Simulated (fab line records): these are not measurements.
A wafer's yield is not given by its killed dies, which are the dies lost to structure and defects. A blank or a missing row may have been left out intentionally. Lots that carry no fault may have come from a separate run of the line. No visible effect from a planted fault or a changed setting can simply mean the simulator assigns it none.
fab line records	flow n5Finfet
[record] lots = 7	wafers = 18	lastDay = 18
route steps=1938 shown BEOL_M11@1553 BEOL_M15@1830 PASSIVATION@1936
lots untouched by any fault: they come from a run of this same line in which no faults occurred
startH: hours from the record's opening day to when the first of the lot's shown wafers began	waitH: hours since the lot's step before	" the same as in the row above	L1.1+2: one row covering several wafers at once	- no value present, or no start provided	* or withheld: withheld	< > ~ a bound
route shown NAME@n: a module of which the file shows steps, and the number in the route of the first	usual: mean/standard deviation of fault-free wafers	same: alike in all rows	chamber/n: place in a boat	sites: per-site readings	_std_site: how widely they spread, as a standard deviation	_edge_site: the outer-site mean with the inner-site mean subtracted	radiusMm: how far each site lies from the wafer's centre	mask NAME#n: copy n	behind: the tool/chamber that last shaped the wafer	hold: why the lot was held/for how many hours/how that ended	device: names the non-switching transistor (n, p or np)	end of line: the route-end tests of the same wafers	a step with no rows: only its recipe	killed: not the wafer's yield, but the dies lost to structure and defects at the first sort	map: per-die view of a wafer (x killed, . not killed, _ where there is no die)
set.NAME: the setting as run; set.NAME@STEP: as run at that earlier step	model.NAME: the simulator's own value behind a step, which no gauge read
one table for each step of the route and one row for each wafer, over a sample of lots
services: a tool's chamber out of use, with start hour (startH, from the record's first day; less than 0 if before it), hours out, and reason
[[steps]]
[step N5_BEOL_M11_ETCH_61]
[recipe] chemistry = CF4	target = SiARC	targetDepthA = 390	maskMaterial = CAR-ArF	timeS = 65	ionEnergyEv = 80	pressureMtorr = 40	sourceW = 545	biasW = 36	Ar_flow_sccm = 100	cf4FlowSccm = 100	ends = cleared
[usual] biasW = 35.97/0.1	drypumpMotorCurrentA = 5.6/0.43	etchRfOnTimeS = 66.0/2.3	oesProductAu = 0.66/0.072	rfVppV = 184.1/1.1	showerheadPlenumPTorr = 2.14/0.061	throttleValvePct = 15.70/0.18
lot.wafer	tool	chamber	startH	waitH	biasW	drypumpMotorCurrentA	etchRfOnTimeS	oesProductAu	rfHoursCounterH	rfVppV	showerheadPlenumPTorr	throttleValvePct
L379.1	rieDiel-04	0	248.57	0.0	35.99	5.9	64.8	0.61	204	185.3	2.12	15.90
L379.4	"	1	"	"	36.04	5.3	64.7	0.60	222	184.4	2.11	15.67
L379.6	"	3	"	"	36.05	5.2	67.0	0.71	-	182.6	2.09	15.52
L380.3	rieDiel-06	3	269.68	0.0	35.94	6.2	64.7	0.73	65	184.6	2.18	15.48
L380.4	"	2	"	"	35.95	6.0	66.1	0.58	-	183.4	2.10	15.88
L380.6	"	1	"	"	35.97	5.7	65.4	0.62	-	183.4	2.12	15.87
L386.1	rieDiel-06	1	289.99	0.0	35.97	5.7	66.7	0.60	211	184.5	2.11	15.90
L386.4	"	3	"	"	36.00	6.2	66.5	0.70	-	184.3	2.17	15.50
L386.6	"	0	"	"	36.01	5.2	69.5	0.66	-	184.5	2.07	15.56
L389.2	rieDiel-04	0	314.48	0.0	36.13	5.9	63.8	0.60	230	183.6	2.11	15.96
L389.3	"	3	"	"	36.01	5.1	66.8	0.69	83	183.3	2.08	15.57
L389.4	"	2	"	"	36.02	5.7	61.8	0.82	17	185.1	2.28	15.64
L399.3	rieDiel-06	0	365.51	0.0	36.10	5.2	69.7	0.64	129	182.3	2.07	15.59
L399.6	"	1	"	"	35.99	5.7	65.1	0.59	-	183.1	2.11	15.93
L398.2	rieDiel-03	0	374.62	0.0	36.04	5.1	68.0	0.57	261	183.8	2.12	15.94
L398.6	"	1	"	"	35.99	5.4	67.8	0.68	-	186.6	2.24	15.70
L400.2	rieDiel-04	3	378.41	0.0	35.81	5.2	66.2	0.66	110	182.8	2.07	15.63
L400.3	"	2	"	"	35.98	5.7	62.9	0.77	44	185.5	2.27	15.67
[step N5_BEOL_M11_HM_OPEN_17]
[recipe] chemistry = Cl2/BCl3	targetDepthA = 200	overetchA = 60	target = TiN	maskMaterial = SOC	ionEnergyEv = 150	pressureMtorr = 10	icpW = 1000	biasW = 126	Cl2_flow_sccm = 53.25	bcl3FlowSccm = 21.75	Ar_flow_sccm = 25
[usual] biasW = 126.0/0.35	drypumpMotorCurrentA = 5.8/0.55	oesProductAu = 0.69/0.086	throttleValvePct = 22.06/0.2
lot.wafer	tool	chamber	startH	waitH	biasW	drypumpMotorCurrentA	oesProductAu	rfHoursCounterH	throttleValvePct
L379.1	rieMetal-03	0	248.81	0.0	125.9	5.8	0.82	2	22.42
L379.4	"	0	"	"	125.5	5.8	0.81	-	22.44
L379.6	"	1	"	"	125.1	5.4	0.80	-	21.90
L380.3	rieMetal-01	0	269.94	0.1	126.4	6.0	0.60	-	21.87
L380.4	"	1	"	"	125.9	4.7	0.75	-	21.95
L380.6	"	0	"	"	125.9	6.1	0.60	-	21.84
L386.1	rieMetal-03	0	290.23	0.0	126.2	5.8	0.76	7	22.46
L386.4	"	0	"	"	126.3	5.8	0.77	-	22.44
L386.6	"	1	"	"	126.7	5.4	0.78	-	21.92
L389.2	rieMetal-02	1	314.72	0.0	125.8	6.6	0.56	89	21.96
L389.3	"	1	"	"	126.2	6.6	0.56	-	21.96
L389.4	"	0	"	"	126.1	6.0	0.75	-	22.14
L399.3	rieMetal-03	1	365.78	0.1	126.3	5.4	0.73	-	21.93
L399.6	"	1	"	"	126.5	5.4	0.73	-	21.96
L398.2	rieMetal-02	1	374.86	0.0	125.6	6.6	0.55	95	21.95
L398.6	"	0	"	"	126.3	6.0	0.71	-	22.15
L400.2	rieMetal-01	0	378.65	0.0	126.1	6.0	0.59	83	21.91
L400.3	"	1	"	"	126.3	4.8	0.72	-	21.96
[step N5_BEOL_M11_DESCUM_33]
[recipe] chemistry = O2	timeS = 7.9	sourcePowerW = 50	biasPowerW = 20	pressureMtorr = 20	rfFrequencyHz = 2.712e+07	tempC = 40	resist = CAR-ArF	o2FlowSccm = 225
[usual] drypumpMotorCurrentA = 5.6/0.43	oesProductAu = 0.80/0.082	rfVppV = 243.0/1.4	showerheadPlenumPTorr = 2.09/0.072	throttleValvePct = 20.51/0.21
lot.wafer	tool	chamber	startH	waitH	drypumpMotorCurrentA	oesProductAu	rfHoursCounterH	rfVppV	showerheadPlenumPTorr	throttleValvePct
L379.1	rieDiel-06	3	250.61	0.9	6.2	0.84	58	243.7	2.11	20.29
L379.4	"	1	"	"	5.7	0.74	198	242.2	2.07	20.64
L379.6	"	0	"	"	5.2	0.80	-	242.5	2.01	20.22
L380.3	rieDiel-03	1	270.93	0.0	5.4	0.86	44	246.1	2.23	20.53
L380.4	"	2	"	"	5.3	0.88	26	242.5	2.06	20.06
L380.6	"	1	"	"	5.4	0.85	-	244.6	2.23	20.54
L386.1	rieDiel-06	3	292.60	0.4	6.2	0.82	74	242.7	2.11	20.30
L386.4	"	1	"	"	5.7	0.72	-	244.0	2.06	20.65
L386.6	"	3	"	"	6.2	0.83	-	244.6	2.11	20.30
L389.2	rieDiel-06	3	319.09	0.0	6.2	0.82	84	243.7	2.11	20.30
L389.3	"	1	"	"	5.7	0.72	222	243.8	2.06	20.68
L389.4	"	2	"	"	6.1	0.94	9	243.3	2.05	20.31
L399.3	rieDiel-06	2	366.65	0.2	6.1	0.91	19	242.2	2.04	20.33
L399.6	"	2	"	"	6.1	0.90	-	242.1	2.04	20.33
L398.2	rieDiel-06	1	376.60	0.2	5.7	0.71	235	243.3	2.06	20.68
L398.6	"	2	"	"	6.0	0.90	-	242.2	2.04	20.32
L400.2	rieDiel-06	0	380.29	0.0	5.2	0.76	134	241.3	2.00	20.28
L400.3	"	1	"	"	5.7	0.71	236	241.2	2.06	20.72
[step N5_BEOL_M11_TRENCH_ETCH_37]
[recipe] chemistry = C4F6/O2	targetDepthA = 1488.3	target = SiCOH_lowk	timeS = 48	ionEnergyEv = 250	pressureMtorr = 30	sourceW = 345	biasW = 185	Ar_flow_sccm = 300	C4F6_flow_sccm = 10	O2_flow_sccm = 10
[usual] biasW = 185.0/0.56	drypumpMotorCurrentA = 5.6/0.42	oes_f_703_au = 0.79/0.096	oesProductAu = 0.79/0.084	rfVppV = 671/29	runLengthS = 71.4/0.41	showerheadPlenumPTorr = 2.84/0.095	throttleValvePct = 21.01/0.18
lot.wafer	tool	chamber	startH	waitH	biasW	drypumpMotorCurrentA	oes_f_703_au	oesProductAu	rfHoursCounterH	rfVppV	runLengthS	showerheadPlenumPTorr	throttleValvePct
L379.1	rieDiel-06	3	250.92	-	184.3	6.2	0.82	0.84	58	679	70.6	2.91	20.98
L379.4	"	1	"	"	185.2	5.7	0.69	0.73	198	716	71.0	2.79	21.00
L379.6	"	0	"	"	183.7	5.2	0.76	0.79	-	663	71.2	2.75	20.73
L380.3	rieDiel-03	1	271.24	-	185.1	5.4	0.80	0.85	44	719	71.1	3.02	21.08
L380.4	"	2	"	"	185.1	5.3	0.89	0.86	26	670	71.2	2.80	20.58
L380.6	"	1	"	"	185.0	5.4	0.80	0.84	-	719	71.1	3.02	21.05
L386.1	rieDiel-06	3	292.91	-	185.7	6.2	0.81	0.82	75	678	70.4	2.91	21.00
L386.4	"	1	"	"	184.6	5.7	0.67	0.72	-	717	70.9	2.79	21.00
L386.6	"	3	"	"	185.5	6.2	0.81	0.81	-	677	70.8	2.91	21.01
L389.2	rieDiel-06	3	319.40	-	185.7	6.2	0.79	0.81	84	679	70.6	2.90	21.02
L389.3	"	1	"	"	185.7	5.7	0.67	0.72	222	715	71.0	2.78	21.04
L389.4	"	2	"	"	184.6	6.0	0.93	0.94	9	651	71.3	2.78	20.76
L399.3	rieDiel-06	2	366.96	-	185.5	6.0	0.90	0.92	19	652	71.6	2.77	20.77
L399.6	"	2	"	"	185.7	6.0	0.90	0.92	-	652	83.5	2.77	20.78
L398.2	rieDiel-06	1	376.91	-	185.8	5.7	0.66	0.70	235	714	82.7	2.78	21.06
L398.6	"	2	"	"	184.8	6.1	0.90	0.90	-	653	83.2	2.77	20.78
L400.2	rieDiel-06	0	380.60	-	185.3	5.2	0.73	0.76	134	662	83.5	2.73	20.80
L400.3	"	1	"	"	184.4	5.7	0.66	0.69	236	714	70.9	2.78	21.05
[step N5_BEOL_M11_OCD_MEAS_38]
[usual] trenchDepthNm = 148/3.6
lot.wafer	tool	chamber	startH	waitH	trenchDepthNm
L379.1	ocd-02	-	251.10	-	150
L379.4	"	-	"	"	151
L379.6	"	-	"	"	141
L380.3	ocd-02	-	271.42	-	146
L380.4	"	-	"	"	148
L380.6	"	-	"	"	144
L386.1	ocd-02	-	293.10	-	149
L386.4	"	-	"	"	151
L386.6	"	-	"	"	148
L389.2	ocd-01	-	319.59	-	148
L389.3	"	-	"	"	152
L389.4	"	-	"	"	153
L399.3	ocd-01	-	367.15	-	155
L399.6	"	-	"	"	192
L398.2	ocd-01	-	377.10	-	186
L398.6	"	-	"	"	190
L400.2	ocd-01	-	380.78	-	177
L400.3	"	-	"	"	147
[step N5_BEOL_M11_THK_MEAS_53]
[recipe] thkMeasGauge = xrf	reads = Cu_of_BEOL_M11_ECD_50
[usual] M11_THK = 139/4.1
lot.wafer	tool	chamber	startH	waitH	M11_THK[nm]
L379.1	filmMetro-02	-	254.11	-	142
L379.4	"	-	"	"	144
L379.6	"	-	"	"	135
L380.3	filmMetro-01	-	274.23	-	135
L380.4	"	-	"	"	138
L380.6	"	-	"	"	132
L386.1	filmMetro-02	-	295.76	-	139
L386.4	"	-	"	"	141
L386.6	"	-	"	"	139
L389.2	filmMetro-02	-	321.90	-	136
L389.3	"	-	"	"	142
L389.4	"	-	"	"	143
L399.3	filmMetro-01	-	371.41	-	148
L399.6	"	-	"	"	185
L398.2	filmMetro-01	-	379.66	-	178
L398.6	"	-	"	"	184
L400.2	filmMetro-01	-	383.78	-	165
L400.3	"	-	"	"	137
[step N5_BEOL_M11_RS_MEAS_57]
[recipe] thkMeasGauge = four-point-probe	reads = Cu_of_BEOL_M11_ECD_50+Co_of_BEOL_M11_CVD_75+TaN_of_BEOL_M11_ALD_74
[usual] M11_RS = 0.153/0.0048
lot.wafer	tool	chamber	startH	waitH	M11_RS[ohm/sq]
L379.1	filmMetro-02	-	254.24	0.0	0.148
L379.4	"	-	"	"	0.147
L379.6	"	-	"	"	0.157
L380.3	filmMetro-01	-	274.35	0.0	0.156
L380.4	"	-	"	"	0.154
L380.6	"	-	"	"	0.159
L386.1	filmMetro-01	-	295.89	0.0	0.152
L386.4	"	-	"	"	0.150
L386.6	"	-	"	"	0.153
L389.2	filmMetro-01	-	322.03	0.0	0.157
L389.3	"	-	"	"	0.150
L389.4	"	-	"	"	0.149
L399.3	filmMetro-02	-	371.54	0.0	0.144
L399.6	"	-	"	"	0.113
L398.2	filmMetro-01	-	379.78	0.0	0.116
L398.6	"	-	"	"	0.113
L400.2	filmMetro-02	-	383.90	0.0	0.125
L400.3	"	-	"	"	0.153
[step N5_BEOL_M15_RC_MEAS_101]
[usual] COMB_M10 = 1.43e-11/2.9e-12	COMB_M12 = 6.1e-12/1.4e-12	COMB_M13 = 4.5e-12/1.2e-12	COMB_M14 = 3.4e-12/9.4e-13	COMB_M15 = 2.3e-12/8.5e-13	COMB_M5 = 3.6e-11/8.3e-12	COMB_M6 = 2.6e-11/5.8e-12	COMB_M7 = 2.6e-11/5.4e-12	COMB_M8 = 2.6e-11/5.5e-12	COMB_M9 = 1.44e-11/2.9e-12	COMB_M9_max_site = 2.1e-11/4.7e-12	SERP_M10 = 3.09/0.11	SERP_M11 = 3.11/0.11	SERP_M11_max_site = 3.20/0.12	SERP_M12 = 0.637/0.02	SERP_M13 = 0.311/0.0072	SERP_M14 = 0.163/0.0067	SERP_M5 = 38.4/2.4	SERP_M6 = 14.1/0.82	SERP_M7 = 14.2/0.83	SERP_M8 = 14.0/0.65	SERP_M9 = 3.12/0.12
lot.wafer	tool	chamber	startH	waitH	COMB_M10[S/m]	COMB_M12[S/m]	COMB_M13[S/m]	COMB_M14[S/m]	COMB_M15[S/m]	COMB_M5[S/m]	COMB_M6[S/m]	COMB_M7[S/m]	COMB_M8[S/m]	COMB_M9[S/m]	COMB_M9_max_site[S/m]	SERP_M10[ohm/um]	SERP_M11[ohm/um]	SERP_M11_max_site[ohm/um]	SERP_M12[ohm/um]	SERP_M13[ohm/um]	SERP_M14[ohm/um]	SERP_M5[ohm/um]	SERP_M6[ohm/um]	SERP_M7[ohm/um]	SERP_M8[ohm/um]	SERP_M9[ohm/um]
L379.1	prober-01	0	278.63	0.0	1.02e-11	4.5e-12	3.6e-12	2.5e-12	1.6e-12	4.6e-11	2.3e-11	2.2e-11	2e-11	1e-11	1.4e-11	3.08	2.99	3.06	0.634	0.319	0.170	37.0	13.8	14.4	13.4	3.11
L379.4	"	0	"	"	1.18e-11	3.4e-12	1.8e-12	3e-12	1.1e-12	3.3e-11	3.3e-11	2e-11	2.3e-11	1.17e-11	2e-11	3.42	3.05	3.14	0.655	0.322	0.169	41.5	14.7	14.3	13.9	3.15
L379.6	"	0	"	"	1.22e-11	6.1e-12	1.9e-12	3.6e-12	1.1e-12	3e-11	1.8e-11	2.4e-11	2.4e-11	1.03e-11	1.4e-11	3.08	3.19	3.28	0.630	0.322	0.159	39.4	14.2	13.2	13.8	3.19
L380.3	prober-02	0	298.21	0.3	1.77e-11	6.3e-12	3.6e-12	4.8e-12	3.1e-12	5e-11	1.5e-11	2.2e-11	2.3e-11	1.84e-11	2.3e-11	3.17	3.21	3.30	0.635	0.311	0.168	34.8	13.8	12.6	12.8	3.27
L380.4	"	0	"	"	1.27e-11	5e-12	4.7e-12	3.7e-12	3.1e-12	3.3e-11	2.1e-11	3.1e-11	3.5e-11	2.07e-11	3.1e-11	2.98	3.10	3.19	0.652	0.314	0.169	40.5	14.0	13.8	13.4	3.26
L380.6	"	0	"	"	1.81e-11	8.4e-12	3.9e-12	7.2e-12	2.8e-12	3.3e-11	1.9e-11	3.4e-11	3.8e-11	1.16e-11	2e-11	3.12	3.16	3.24	0.632	0.311	0.154	40.2	13.8	14.9	13.2	3.07
L386.1	prober-01	0	325.69	0.3	1.44e-11	4.1e-12	3e-12	3.4e-12	1e-12	7.1e-11	2.3e-11	2.4e-11	1.9e-11	1.28e-11	2.4e-11	2.97	3.06	3.17	0.631	0.313	0.160	36.9	14.6	15.2	13.8	3.14
L386.4	"	0	"	"	1.54e-11	6.5e-12	6e-12	2.3e-12	1.9e-12	4.6e-11	2.5e-11	2.5e-11	2.1e-11	1.1e-11	1.6e-11	3.01	3.14	3.21	0.618	0.307	0.160	37.0	14.5	15.4	13.0	3.31
L386.6	"	0	"	"	9e-12	5.8e-12	3.2e-12	4.1e-12	1.2e-12	5.6e-11	3.2e-11	3.6e-11	1.9e-11	1.49e-11	1.6e-11	2.97	3.21	3.29	0.620	0.318	0.159	38.3	13.9	14.8	13.8	3.18
L389.2	prober-02	0	347.72	0.2	1.43e-11	7.8e-12	4.1e-12	2.8e-12	4.1e-12	3.1e-11	1.9e-11	3.5e-11	2.3e-11	1.83e-11	2.4e-11	3.15	3.14	3.21	0.634	0.311	0.171	36.7	14.7	13.5	13.9	3.02
L389.3	"	0	"	"	1.26e-11	8.4e-12	3.9e-12	4e-12	3.9e-12	3.7e-11	2.4e-11	2.8e-11	1.9e-11	1.63e-11	2.1e-11	2.98	3.14	3.25	0.627	0.309	0.153	37.0	15.2	14.6	13.9	3.24
L389.4	"	0	"	"	1.25e-11	6.6e-12	4.6e-12	3.4e-12	2.5e-12	6.1e-11	3.3e-11	3.3e-11	2.2e-11	1.3e-11	1.9e-11	2.97	2.94	3.00	0.630	0.315	0.155	37.9	14.3	14.0	13.7	3.02
L399.3	prober-02	0	395.53	0.3	1.38e-11	6e-12	4.8e-12	4.4e-12	3.2e-12	3.2e-11	2.5e-11	2.4e-11	2.2e-11	1.32e-11	2e-11	3.24	2.95	3.00	0.654	0.300	0.163	42.3	13.0	14.6	13.7	3.17
L399.6	"	0	"	"	1.37e-11	7.3e-12	5e-12	4e-12	2.5e-12	2.3e-11	2.3e-11	2.6e-11	1.4e-11	1.36e-11	1.9e-11	3.05	2.31	2.35	0.655	0.302	0.168	41.9	13.0	14.1	13.9	3.13
L398.2	prober-01	0	399.09	0.2	1.38e-11	5e-12	4.5e-12	1.4e-12	1.7e-12	3.3e-11	3.1e-11	2.9e-11	2.3e-11	1.42e-11	1.9e-11	3.01	2.38	2.41	0.650	0.315	0.153	35.9	14.8	14.1	14.0	3.10
L398.6	"	0	"	"	1.6e-11	3.8e-12	4.2e-12	1.9e-12	1.5e-12	3.1e-11	2.7e-11	2.7e-11	1.8e-11	1.26e-11	1.4e-11	3.13	2.29	2.35	0.638	0.304	0.167	36.8	13.2	13.9	14.9	3.33
L400.2	prober-02	0	410.71	0.2	1.41e-11	6.1e-12	5e-12	3.4e-12	2.9e-12	3.1e-11	3e-11	2.9e-11	2.9e-11	1.82e-11	2.1e-11	3.16	2.49	2.54	0.644	0.310	0.170	35.5	13.2	14.4	15.3	3.04
L400.3	"	0	"	"	1.75e-11	8.8e-12	4.9e-12	2.9e-12	3.1e-12	3.9e-11	2.8e-11	2.8e-11	3.7e-11	1.68e-11	2e-11	3.04	2.98	3.05	0.643	0.302	0.171	36.3	13.6	13.3	14.1	3.09
// sites SERP_M11 radiusMm=0,75,75,75,75,140,140,140,140
L379.1 3.06 2.99 3.00 2.99 3.04 2.84 2.91 2.87 2.96
L380.3 3.27 3.30 3.29 3.21 3.28 3.09 3.12 3.09 3.18
L386.1 3.17 3.10 3.15 3.06 3.12 2.98 3.02 3.00 3.02
L389.2 3.16 3.19 3.21 3.21 3.14 3.05 3.14 3.04 3.09
L399.3 2.91 2.91 2.93 2.95 2.92 2.97 3.00 2.98 2.99
L398.2 2.41 2.41 2.37 2.39 2.38 2.35 2.40 2.32 2.35
L400.2 2.54 2.54 2.53 2.49 2.52 2.40 2.46 2.44 2.46
[step N5_PASSIVATION_PROBE_49]
[usual] defectLimitedYield = 91.7/1.4	killed_at_M0_to_M3 = 31/11	killed_at_M4_up = 13/4.6	killedAtContacts = 13/6.7	killedAtFrontEnd = 39/9.6	killedAtOther = 3.5/2.8	killedDies = 98/16	killedOpen = 64/11	killedShort = 33/8.5	sort_bin_5_function = 4.9/0.96	sort_bin_6_memory = 3.1/0.59	sort_bin_8_speed = 0.2/1.3	sortNPass = 1080/23
[same] grossDies = 1180	killedAtBackSide = 0	sort_bin_4_leakage[%] = 0
lot.wafer	tool	chamber	startH	waitH	defectLimitedYield[%]	killed_at_M0_to_M3	killed_at_M4_up	killedAtContacts	killedAtFrontEnd	killedAtOther	killedDies	killedOpen	killedShort	sort_bin_5_function[%]	sort_bin_6_memory[%]	sort_bin_8_speed[%]	sortNPass
L389.4	prober-01	-	362.36	0.2	92.4	21	27	12	30	0	90	61	29	4.1	3.1	0	1090
// killed by level:class
L389.4 MOL_CONTACT_COAG:geometricParticle:open=11 BEOL_M4:geometricParticle:open=10 FIN_SAQP:geometricParticle:short=7 STI_FIN_REVEAL:geometricParticle:open=7 BEOL_M2:geometricParticle:open=7 GATE_CUT:geometricParticle:short=6 BEOL_M1:geometricParticle:open=5 FIN_SAQP:geometricParticle:open=4
[[services]]
tool	chamber	startH	hours	kind
rieDiel-03	-	239.00	15.6	pm
rieDiel-04	2	254.55	-	clean
rieDiel-04	2	254.55	-	consumableReplace:focusRing
rieDiel-04	2	254.55	-	consumableReplace:showerhead
rieDiel-04	2	254.55	11.3	scheduledDown
rieDiel-04	2	254.55	11.3	ventCycle
rieDiel-06	0	267.66	4.5	repair
rieMetal-03	-	271.03	0.4	repair
rieDiel-06	2	272.21	-	clean
rieDiel-06	2	272.21	-	consumableReplace:focusRing
rieDiel-06	2	272.21	23.9	scheduledDown
rieDiel-06	2	272.21	23.9	ventCycle
rieDiel-04	3	278.44	4.5	repair
rieDiel-03	2	296.51	115.9	repair
rieDiel-04	3	296.85	3.5	repair
rieDiel-04	1	334.75	7.2	repair
rieDiel-06	-	340.42	15.6	pm
rieDiel-04	1	342.30	-	clean
rieDiel-04	1	342.30	-	consumableReplace:focusRing
rieDiel-04	1	342.30	23.1	scheduledDown
rieDiel-04	1	342.30	23.1	ventCycle
rieDiel-04	0	365.36	-	clean
rieDiel-04	0	365.36	-	consumableReplace:focusRing
rieMetal-01	-	369.96	1.0	repair
[[key]]
[firstSign] step = N5_BEOL_M11_TRENCH_ETCH_37	reading = runLengthS	direction = up	sigmas = 29	usual = *	struck = *
[effect] step = N5_BEOL_M11_OCD_MEAS_38	reading = trenchDepthNm	direction = up	sigmas = 11	usual = 148	struck = 186
[effect] step = N5_BEOL_M11_THK_MEAS_53	reading = M11_THK	direction = up	sigmas = 9.5	usual = 139	struck = 178
[effect] step = N5_BEOL_M11_RS_MEAS_57	reading = M11_RS	direction = down	sigmas = 7.5	usual = 0.153	struck = 0.117
[effect] step = N5_BEOL_M15_RC_MEAS_101	reading = SERP_M11	direction = down	sigmas = 6.7	usual = 3.11	struck = 2.37
metAt N5_BEOL_M11_TRENCH_ETCH_37
struckLots L398,L399,L400
struckWafers L398.2,L398.6,L399.6,L400.2
notActingAt N5_BEOL_M11_ETCH_61,N5_BEOL_M11_HM_OPEN_17,N5_BEOL_M11_DESCUM_33
onsetBetween 319.40 366.96
[fault] kind = processParameterDrift	tool = rieDiel-06	chamber = -	onsetH = 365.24	steps = N5_BEOL_M11_TRENCH_ETCH_37	channel = timeS	offset = *	shape = step	endH = 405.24	scope = struckWafersOnly	actsIn = *	stated = *
